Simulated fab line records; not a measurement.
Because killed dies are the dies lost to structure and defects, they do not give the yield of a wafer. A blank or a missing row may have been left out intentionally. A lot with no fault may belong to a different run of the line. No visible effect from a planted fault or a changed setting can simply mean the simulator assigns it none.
fab line records ; flow nand_harc
record lots=5; wafers=15; last_day=31
route steps=1302 shown P_CONTACT@241 P_M0@253 END@1302
lots that met no fault: taken from a fault-free run of the same line
start_h: hours from the record's opening day to when the first of the lot's shown wafers began ; wait_h: how many hours have passed since the lot's step before this one ; " repeats the value in the row above ; L1.1+2: one row covering several wafers at once ; - value missing, or start not given ; * or withheld: withheld ; < > ~ a bound
route shown NAME@n: a module of which the file shows steps, and the number in the route of the first ; usual: average and standard deviation across the fault-free wafers ; same: alike in all rows ; chamber/n: place in a boat ; sites: the reading at each site ; _std_site: their standard deviation ; _edge_site: outer sites' mean less inner sites' ; radius_mm: how far each site lies from the wafer's centre ; mask NAME#n: copy n ; behind: the most recent tool/chamber to have shaped the wafer ; hold: why the lot went on hold/how many hours it stayed there/how the hold came to an end ; device: whichever transistor did not switch (one of n, p or np) ; end of line: tests of these same wafers at the route's end ; a step given without rows: its recipe and nothing more ; killed: count of dies lost to structure and defects at first sort (not the wafer's yield) ; map: the dies of a wafer, with x for killed, . for not killed, _ for no die there
set.NAME: setting as actually run; set.NAME@STEP: the setting as run at that earlier step ; model.NAME: the simulator's own value behind a step, which no gauge read
lots at selected steps of the route; one table per step, one row per wafer
services: the hour from which a tool's chamber was out of use, counted from the record's first day as start_h (under 0 if before that day), plus the number of hours and why
## steps
# step NHARC_P_CONTACT_CD_MEAS_19
# usual cd_nm=89.1/1.6
lot.wafer;tool;chamber;start_h;wait_h;cd_nm
L635.1;cd_sem-03;-;132.63;-;87.8
L635.4;cd_sem-03;-;132.63;-;90.1
L635.6;cd_sem-03;-;132.63;-;88.4
L636.3;cd_sem-01;-;133.53;-;86.7
L636.4;cd_sem-01;-;133.53;-;88.5
L636.6;cd_sem-01;-;133.53;-;90.0
L644.2;cd_sem-02;-;209.70;-;88.9
L644.4;cd_sem-02;-;209.70;-;87.1
L644.6;cd_sem-02;-;209.70;-;87.8
L652.1;cd_sem-01;-;297.75;-;87.2
L652.2;cd_sem-01;-;297.75;-;87.7
L652.5;cd_sem-01;-;297.75;-;87.2
L653.1;cd_sem-02;-;303.58;-;89.4
L653.3;cd_sem-02;-;303.58;-;89.1
L653.6;cd_sem-02;-;303.58;-;87.5
# step NHARC_P_CONTACT_STRIP_28
# recipe o2_flow_sccm=500; ar_flow_sccm=0; bias_w=0; chemistry=O2
# usual drypump_motor_current_A=5.6/0.45; mfc_ar_sccm=0.011/0.013; oes_product_au=1.002/0.0099; rf_vpp_V=57.9/0.91; showerhead_plenum_p_Torr=3.60/0.14; throttle_valve_pct=17.037/0.0093
# same bias_w=0
lot.wafer;tool;chamber;start_h;wait_h;drypump_motor_current_A;mfc_ar_sccm;oes_product_au;rf_hours_counter_h;rf_vpp_V;showerhead_plenum_p_Torr;throttle_valve_pct
L635.4;rie_diel-13;2;132.72;0.1;5.0;0.005;0.996;6.0;58.4;3.75;17.039
L635.1;rie_diel-13;3;132.72;0.1;5.7;0.005;1.015;5.8;58.0;3.30;17.031
L635.6;rie_diel-13;2;132.72;0.1;5.0;0.005;1.002;-;59.2;3.75;17.043
L636.3;rie_diel-09;1;133.60;0.1;6.3;0.012;0.999;4.6;58.6;3.55;17.047
L636.4;rie_diel-09;2;133.60;0.1;5.1;0.027;1.022;4.1;57.1;3.42;17.042
L636.6;rie_diel-09;1;133.60;0.1;6.3;0.012;1.017;-;59.7;3.55;17.024
L644.2;rie_diel-13;3;209.77;0.1;5.7;0.005;1.014;2.0;57.8;3.30;17.024
L644.4;rie_diel-13;0;209.77;0.1;6.3;0.006;1.002;1.8;59.2;3.71;17.042
L644.6;rie_diel-13;3;209.77;0.1;5.7;0.005;1.021;-;57.4;3.30;17.031
L652.2;rie_diel-02;1;297.83;0.1;5.3;0;0.998;1.7;59.1;3.76;17.044
L652.1;rie_diel-02;3;297.83;0.1;5.9;0.020;0.996;1.9;55.8;3.49;17.046
L652.5;rie_diel-02;2;297.83;0.1;5.6;0.003;0.993;-;57.3;3.67;17.038
L653.3;rie_diel-09;0;303.69;0.1;6.1;0.032;1.008;5.0;58.3;3.77;17.040
L653.1;rie_diel-09;1;303.69;0.1;6.3;0.012;0.991;5.8;56.8;3.55;17.039
L653.6;rie_diel-09;2;303.69;0.1;5.1;0.027;0.994;-;56.8;3.41;17.035
# step NHARC_P_CONTACT_STRIP_29
# recipe time_s=1200; temp_c=72.5; chemistry=post_etch_residue_remover
# step NHARC_P_CONTACT_DEGAS_38
# recipe temp_c=300; time_s=60
# usual heater_power_w=478/50
lot.wafer;tool;chamber;start_h;wait_h;heater_power_w
L635.4;pvd_sputter-03;-;133.34;-;563
L635.1;pvd_sputter-03;-;133.34;-;403
L635.6;pvd_sputter-03;-;133.34;-;566
L636.4;pvd_sputter-02;-;134.23;-;499
L636.3;pvd_sputter-02;-;134.23;-;456
L636.6;pvd_sputter-02;-;134.23;-;522
L644.2;pvd_sputter-03;-;210.43;-;576
L644.4;pvd_sputter-03;-;210.43;-;417
L644.6;pvd_sputter-03;-;210.43;-;494
L652.2;pvd_sputter-02;-;298.47;-;467
L652.1;pvd_sputter-02;-;298.47;-;511
L652.5;pvd_sputter-02;-;298.47;-;437
L653.3;pvd_sputter-01;-;304.30;-;487
L653.1;pvd_sputter-01;-;304.30;-;459
L653.6;pvd_sputter-01;-;304.30;-;420
# step NHARC_P_CONTACT_PRE_CLEAN_39
# recipe time_s=19.5; bias_v=250; gas=Ar
# step NHARC_P_CONTACT_PVD_32
# recipe target_thk_a=50; chamber_pressure_pa=5; power_w=5000; substrate_temp_c=200; time_s=17.7; material=Ti
# step NHARC_P_CONTACT_ALD_22
# recipe target_thk_a=30; pulse_time_s=1; ald_cycles=150; temp_c=450; material=TiN
# usual heater_power_w=1082/110; precursor_pulse_height_rel=1.001/0.02
lot.wafer;tool;chamber;start_h;wait_h;heater_power_w;precursor_pulse_height_rel;since_wet_clean_h
L635.4;ald_metal-03;3;133.62;-;1197;1.016;90
L635.1;ald_metal-03;1;133.62;-;956;0.999;90
L635.6;ald_metal-03;2;133.62;-;1089;0.999;-
L636.4;ald_metal-01;0;134.48;-;987;0.971;133
L636.3;ald_metal-01;3;134.48;-;1200;1.000;133
L636.6;ald_metal-01;1;134.48;-;953;1.014;-
L644.2;ald_metal-02;3;210.65;-;1057;1.004;125
L644.4;ald_metal-02;0;210.65;-;987;0.998;125
L644.6;ald_metal-02;0;210.65;-;977;1.011;-
L652.2;ald_metal-01;1;298.74;-;961;1.002;119
L652.1;ald_metal-01;2;298.74;-;1187;1.002;119
L652.5;ald_metal-01;3;298.74;-;1274;1.018;-
L653.3;ald_metal-02;1;304.54;-;1091;0.962;41
L653.1;ald_metal-02;3;304.54;-;983;0.974;41
L653.6;ald_metal-02;2;304.54;-;1171;1.026;-
# step NHARC_P_CONTACT_CVD_23
# recipe target_thk_a=2000; temp_c=300; pressure_torr=40; wf6_flow_sccm=40; h2_flow_sccm=1600; ar_flow_sccm=1560; time_s=557; material=W
# usual heater_power_w=467/28; mfc_ar_sccm=1560/4.6; throttle_valve_pct=7.7/0.31
lot.wafer;tool;chamber;start_h;wait_h;heater_power_w;mfc_ar_sccm;since_wet_clean_h;throttle_valve_pct
L635.1;cvd_w-01;0;-;-;486;1558;117;7.5
L635.4;cvd_w-01;1;-;-;474;1562;-;7.4
L635.6;cvd_w-01;1;-;-;477;1565;-;7.6
L636.3;cvd_w-02;1;-;-;409;1565;-;8.0
L636.4;cvd_w-02;0;-;-;476;1555;-;8.1
L636.6;cvd_w-02;0;-;-;480;1558;-;8.0
L644.2;cvd_w-01;0;-;-;492;1567;13;7.5
L644.4;cvd_w-01;0;-;-;478;1562;-;7.5
L644.6;cvd_w-01;0;-;-;487;1565;-;7.7
L652.2;cvd_w-02;1;-;-;452;1557;16;7.8
L652.1;cvd_w-02;0;-;-;463;1557;17;8.0
L652.5;cvd_w-02;1;-;-;451;1557;-;7.9
L653.1;cvd_w-01;0;-;-;486;1554;107;7.7
L653.3;cvd_w-01;0;-;-;500;1563;-;7.8
L653.6;cvd_w-01;0;-;-;485;1557;-;7.7
# step NHARC_P_CONTACT_CMP_24
# recipe t_overpolish_s=30; target_thk_nm=200
# usual motor_current_A=11.8/0.99; overpolish_run_s=29.999/0.0093; slurry_filter_dp_kPa=13.51/0.13; time_to_endpoint_s=40/3
lot.wafer;tool;chamber;start_h;wait_h;motor_current_A;overpolish_run_s;slurry_filter_dp_kPa;time_to_endpoint_s
L635.4;cmp-04;0;134.46;0.4;12.8;30.005;13.52;34
L635.1;cmp-04;2;134.46;0.4;11.3;29.988;13.33;39
L635.6;cmp-04;0;134.46;0.4;11.9;30.002;13.39;35
L636.3;cmp-02;0;135.59;0.4;11.6;29.997;13.38;43
L636.4;cmp-02;1;135.59;0.4;12.1;29.988;13.34;40
L636.6;cmp-02;3;135.59;0.4;12.3;29.998;13.40;39
L644.4;cmp-01;1;211.54;0.4;12.3;29.999;13.67;37
L644.2;cmp-01;2;211.54;0.4;12.0;29.996;13.61;33
L644.6;cmp-01;0;211.54;0.4;13.6;29.999;13.68;34
L652.2;cmp-04;0;299.57;0.6;11.7;29.988;13.45;36
L652.1;cmp-04;1;299.57;0.6;11.3;29.986;13.57;39
L652.5;cmp-04;0;299.57;0.6;13.3;30.000;13.48;37
L653.1;cmp-02;0;305.42;0.5;11.8;30.010;13.60;40
L653.3;cmp-02;2;305.42;0.5;9.9;30.017;13.58;36
L653.6;cmp-02;3;305.42;0.5;12.2;29.994;13.32;42
# step NHARC_P_CONTACT_SRD_26
# step NHARC_P_CONTACT_INSPECT_27
# usual raw_defect_count=279/140
lot.wafer;tool;chamber;start_h;wait_h;raw_defect_count
L635.1;defect_inspect-02;-;134.85;0.1;229
L635.4;defect_inspect-02;-;134.85;0.1;365
L635.6;defect_inspect-02;-;134.85;0.1;482
L636.3;defect_inspect-01;-;135.94;0.1;326
L636.4;defect_inspect-01;-;135.94;0.1;312
L636.6;defect_inspect-01;-;135.94;0.1;272
L644.2;defect_inspect-02;-;211.90;0.1;393
L644.4;defect_inspect-02;-;211.90;0.1;275
L644.6;defect_inspect-02;-;211.90;0.1;485
L652.1;defect_inspect-01;-;299.95;0.1;209
L652.2;defect_inspect-01;-;299.95;0.1;204
L652.5;defect_inspect-01;-;299.95;0.1;188
L653.1;defect_inspect-02;-;305.81;0.1;312
L653.3;defect_inspect-02;-;305.81;0.1;206
L653.6;defect_inspect-02;-;305.81;0.1;158
# step NHARC_P_M0_DEP_00
# recipe target_thk_a=1500; target_thk_nm=150; temp_c=withheld; pressure_torr=5; flow_sccm=200; rf_w=600; material=SiOC
# usual rf_fwd_power_W=598.5/1.7
lot.wafer;tool;chamber;start_h;wait_h;rf_fwd_power_W;since_wet_clean_h
L635.1;pecvd-03;0;135.08;0.2;597.4;118
L635.4;pecvd-03;0;135.08;0.2;600.1;-
L635.6;pecvd-03;2;135.08;0.2;597.7;-
L636.3;pecvd-03;1;136.05;0.1;593.8;119
L636.6;pecvd-03;0;136.05;0.1;598.8;-
L636.4;pecvd-03;2;136.05;0.1;603.6;-
L644.2;pecvd-03;1;212.06;0.2;504.3;14
L644.6;pecvd-03;2;212.06;0.2;599.5;-
L644.4;pecvd-03;0;212.06;0.2;598.8;-
L652.2;pecvd-03;2;300.06;0.1;599.7;102
L652.1;pecvd-03;0;300.06;0.1;598.6;102
L652.5;pecvd-03;1;300.06;0.1;597.7;-
L653.3;pecvd-02;2;305.90;0.1;598.8;66
L653.1;pecvd-02;0;305.90;0.1;594.9;66
L653.6;pecvd-02;1;305.90;0.1;596.6;-
# step NHARC_P_M0_DEHYDRATE_01
# recipe temp_c=150; time_s=120
# step NHARC_END_SORT_01
# recipe temp_c=25
# usual defect_limited_yield=93.3/1.5; killed_at_array=41/10; killed_at_other=0.8/0.91; killed_at_periphery=4.2/2.9; killed_dies=46/10; killed_open=3.5/2.1; killed_short=2.5/1.6; sort_bin_2_pct=2.4/0.71; sort_bin_3_pct=0.6/0.33; sort_bin_4_pct=3.8/0.93; sort_n_pass=631/10; sort_rim_yield_pct=86/4.5; sort_yield_pct=93.3/1.5
# same gross_dies=677; sort_bin_5_pct[%]=0; sort_bin_6_pct[%]=0; sort_bin_7_pct[%]=0; sort_bin_8_pct[%]=0; sort_rim_n_gross=106.00
lot.wafer;tool;chamber;start_h;wait_h;defect_limited_yield[%];killed_at_array;killed_at_other;killed_at_periphery;killed_dies;killed_open;killed_short;sort_bin_2_pct[%];sort_bin_3_pct[%];sort_bin_4_pct[%];sort_n_pass;sort_rim_yield_pct[%];sort_yield_pct[%]
L635.1;prober-01;0;577.87;2.5;96.2;26;0;0;26;7;1;1.3;0.4;2.1;651;91;96.2
L635.4;prober-01;0;580.30;3.4;95.9;27;1;0;28;1;1;2.1;0.1;1.9;649;91;95.9
L635.6;prober-01;0;581.93;4.1;93.6;39;3;1;43;3;3;1.8;0.4;4.1;634;88;93.6
L636.3;prober-02;0;587.21;3.1;93.4;40;1;4;45;2;4;3.4;0.6;2.7;632;78;93.4
L636.4;prober-02;0;588.00;3.4;93.5;41;1;2;44;4;1;2.8;0.4;3.2;633;83;93.5
L636.6;prober-02;0;589.58;3.9;92.6;48;0;2;50;2;1;2.2;0.7;4.4;627;80;92.6
L644.2;prober-02;0;649.80;2.8;92.9;33;3;12;48;4;2;1.9;0.7;4.4;629;85;92.9
L644.4;prober-02;0;651.41;3.4;95.7;20;0;9;29;3;5;0.7;0.1;3.4;648;96;95.7
L644.6;prober-02;0;653.02;4.0;96.3;18;1;6;25;2;3;0.7;0.1;2.8;652;97;96.3
L652.1;prober-01;0;728.36;2.5;92.8;44;0;5;49;3;7;3.2;0;4.0;628;79;92.8
L652.2;prober-01;0;729.16;2.8;90.7;58;0;5;63;4;5;3.2;0.9;5.2;614;81;90.7
L652.5;prober-01;0;731.56;3.7;91.9;52;0;3;55;6;3;3.0;0.3;4.9;622;84;91.9
L653.1;prober-01;0;739.58;2.5;93.4;41;3;1;45;1;2;2.7;0.7;3.2;632;86;93.4
L653.3;prober-01;0;741.18;3.1;92.5;50;0;1;51;3;2;2.5;0.9;4.1;626;83;92.5
L653.6;prober-01;0;743.58;4.0;91.7;52;2;2;56;4;3;3.0;0.9;4.4;621;85;91.7
# killed by level:class
L635.1 A_CHANNEL_HOLE_D2:chamber_film_flake=13 A_CONTACT:chamber_film_flake=4 A_CHANNEL_HOLE_D1:geometric_particle:open=2 A_M0:geometric_particle:open=2 A_CHANNEL_HOLE_D1:geometric_particle:short=1 A_ONON_D2:geometric_particle:open=1 A_BLC:geometric_particle:open=1 A_M1:geometric_particle:open=1
L635.4 A_CHANNEL_HOLE_D2:chamber_film_flake=15 A_ZERO_WELL:chamber_film_flake=3 A_CHANNEL_HOLE_D1:chamber_film_flake=2 A_STAIRCASE:chamber_film_flake=2 A_BONDPAD:chamber_film_flake=2 A_CHANNEL_HOLE_D1:geometric_particle:open=1 A_WL_FILL:geometric_particle:short=1 A_CONTACT:chamber_film_flake=1
L635.6 A_CHANNEL_HOLE_D2:chamber_film_flake=18 A_ZERO_WELL:chamber_film_flake=6 A_DECK1_JOINT:chamber_film_flake=2 A_STAIRCASE:chamber_film_flake=2 A_BONDPAD:chamber_film_flake=2 THIN_TSV:chamber_film_flake=2 A_ONON_D1:geometric_particle:open=1 A_CHANNEL_HOLE_D1:geometric_particle:open=1
L636.3 A_CHANNEL_HOLE_D1:chamber_film_flake=20 A_SLIT:chamber_film_flake=10 A_CONTACT:chamber_film_flake=2 P_CONTACT:geometric_particle:short=1 A_CHANNEL_FILL_D1:geometric_particle:short=1 A_DECK1_JOINT:geometric_particle:short=1 A_ONON_D2:geometric_particle:short=1 A_WL_FILL:geometric_particle:open=1
L636.4 A_CHANNEL_HOLE_D1:chamber_film_flake=15 A_SLIT:chamber_film_flake=13 A_CHANNEL_HOLE_D2:chamber_film_flake=5 P_CONTACT:geometric_particle:open=2 A_STAIRCASE:chamber_film_flake=2 A_CONTACT:chamber_film_flake=2 A_M0:geometric_particle:open=1 A_M1:geometric_particle:open=1
L636.6 A_CHANNEL_HOLE_D1:chamber_film_flake=16 A_SLIT:chamber_film_flake=14 A_CONTACT:chamber_film_flake=7 A_CHANNEL_HOLE_D2:chamber_film_flake=4 A_STAIRCASE:chamber_film_flake=3 P_GATE:chamber_film_flake=2 A_ONON_D1:geometric_particle:open=1 A_ONON_D2:geometric_particle:short=1
L644.2 A_CHANNEL_HOLE_D2:chamber_film_flake=14 P_M0:chamber_film_flake=7 A_CHANNEL_HOLE_D1:chamber_film_flake=4 A_CHANNEL_FILL_D1:chamber_film_flake=4 P_BONDPAD:chamber_film_flake=3 THIN_TSV:chamber_film_flake=3 A_ONON_D2:geometric_particle:short=2 P_ZERO_WELL:chamber_film_flake=2
L644.4 A_CHANNEL_HOLE_D2:chamber_film_flake=6 P_M0:chamber_film_flake=3 P_BONDPAD:chamber_film_flake=3 A_CHANNEL_FILL_D1:geometric_particle:open=2 P_ZERO_WELL:chamber_film_flake=2 A_CHANNEL_HOLE_D1:chamber_film_flake=2 A_M1:chamber_film_flake=2 P_M0:geometric_particle:short=1
L644.6 A_CHANNEL_HOLE_D2:chamber_film_flake=7 A_CHANNEL_FILL_D2:geometric_particle:open=2 A_CHANNEL_FILL_D2:geometric_particle:short=2 P_M0:chamber_film_flake=2 P_BONDPAD:chamber_film_flake=2 A_DECK1_JOINT:chamber_film_flake=2 A_CHANNEL_FILL_D1:geometric_particle:short=1 P_STI:chamber_film_flake=1
L652.1 A_CHANNEL_HOLE_D1:chamber_film_flake=14 A_SLIT:chamber_film_flake=10 A_CONTACT:chamber_film_flake=5 A_CHANNEL_FILL_D2:geometric_particle:short=3 P_ZERO_WELL:chamber_film_flake=3 A_CHANNEL_HOLE_D2:chamber_film_flake=3 P_M2:chamber_film_flake=2 A_SOURCE_PLATE:geometric_particle:short=1
L652.2 A_CHANNEL_HOLE_D1:chamber_film_flake=19 A_SLIT:chamber_film_flake=12 A_CHANNEL_HOLE_D2:chamber_film_flake=7 A_CONTACT:chamber_film_flake=5 A_STAIRCASE:chamber_film_flake=4 A_DECK1_JOINT:geometric_particle:short=2 A_ONON_D2:geometric_particle:open=2 P_ZERO_WELL:chamber_film_flake=2
L652.5 A_CHANNEL_HOLE_D1:chamber_film_flake=15 A_SLIT:chamber_film_flake=15 A_CHANNEL_HOLE_D2:chamber_film_flake=4 A_CONTACT:chamber_film_flake=4 A_CHANNEL_FILL_D2:geometric_particle:open=2 A_M1:geometric_particle:open=2 P_ZERO_WELL:chamber_film_flake=2 A_ONON_D1:geometric_particle:short=1
L653.1 A_SLIT:chamber_film_flake=16 A_CHANNEL_HOLE_D2:chamber_film_flake=9 A_STAIRCASE:chamber_film_flake=6 A_CHANNEL_HOLE_D1:chamber_film_flake=3 THIN_TSV:chamber_film_flake=3 A_M1:chamber_film_flake=2 A_CHANNEL_FILL_D1:geometric_particle:short=1 A_CHANNEL_FILL_D2:geometric_particle:open=1
L653.3 A_SLIT:chamber_film_flake=13 A_STAIRCASE:chamber_film_flake=8 A_CHANNEL_HOLE_D1:chamber_film_flake=7 A_CHANNEL_HOLE_D2:chamber_film_flake=7 A_M1:chamber_film_flake=4 A_CONTACT:chamber_film_flake=3 A_ONON_D1:geometric_particle:short=1 A_ONON_D1:geometric_particle:open=1
L653.6 A_CHANNEL_HOLE_D2:chamber_film_flake=14 A_SLIT:chamber_film_flake=13 A_STAIRCASE:chamber_film_flake=6 A_M1:chamber_film_flake=6 A_CHANNEL_FILL_D2:chamber_film_flake=3 A_CONTACT:chamber_film_flake=3 A_CHANNEL_FILL_D1:geometric_particle:short=2 P_STI:geometric_particle:short=1
## services
tool;chamber;start_h;hours;kind
cmp-04;-;111.00;4.0;pm
rie_diel-09;-;143.10;9.0;pm
cmp-02;-;143.70;4.0;pm
pecvd-03;2;152.25;3.7;repair
ald_metal-01;0;153.25;3.9;repair
cvd_w-01;0;161.88;8.2;repair
cmp-02;-;164.04;0.3;repair
rie_diel-13;-;165.00;9.0;pm
ald_metal-02;-;168.99;0.6;repair
ald_metal-01;-;170.00;10.0;pm
pvd_sputter-03;-;170.00;10.0;pm
cmp-02;-;180.32;0.3;repair
ald_metal-01;3;183.89;7.3;repair
pecvd-03;-;185.14;13.0;pm
cvd_w-01;-;185.29;13.0;pm
cmp-04;-;209.00;4.0;pm
cvd_w-02;-;228.14;1.4;repair
rie_diel-13;3;233.29;6.7;repair
cmp-02;-;241.70;4.0;pm
rie_diel-09;2;248.40;6.9;repair
pvd_sputter-02;-;249.50;0.5;repair
pecvd-03;-;251.32;0.9;repair
ald_metal-02;-;254.00;10.0;pm
cmp-04;-;263.36;1.0;repair
## key
first_sign step=NHARC_P_M0_DEP_00; reading=rf_fwd_power_W; direction=down; sigmas=55; usual=*; struck=*
effect none on later readings
met_at NHARC_P_M0_DEP_00
struck_wafers L644.2
onset_between 136.05 212.06
fault kind=process_parameter_drift; tool=pecvd-03; chamber=1; onset_h=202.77; steps=NHARC_P_M0_DEP_00; channel=rf_w; offset=*; shape=step; end_h=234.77; acts_in=*; stated=*
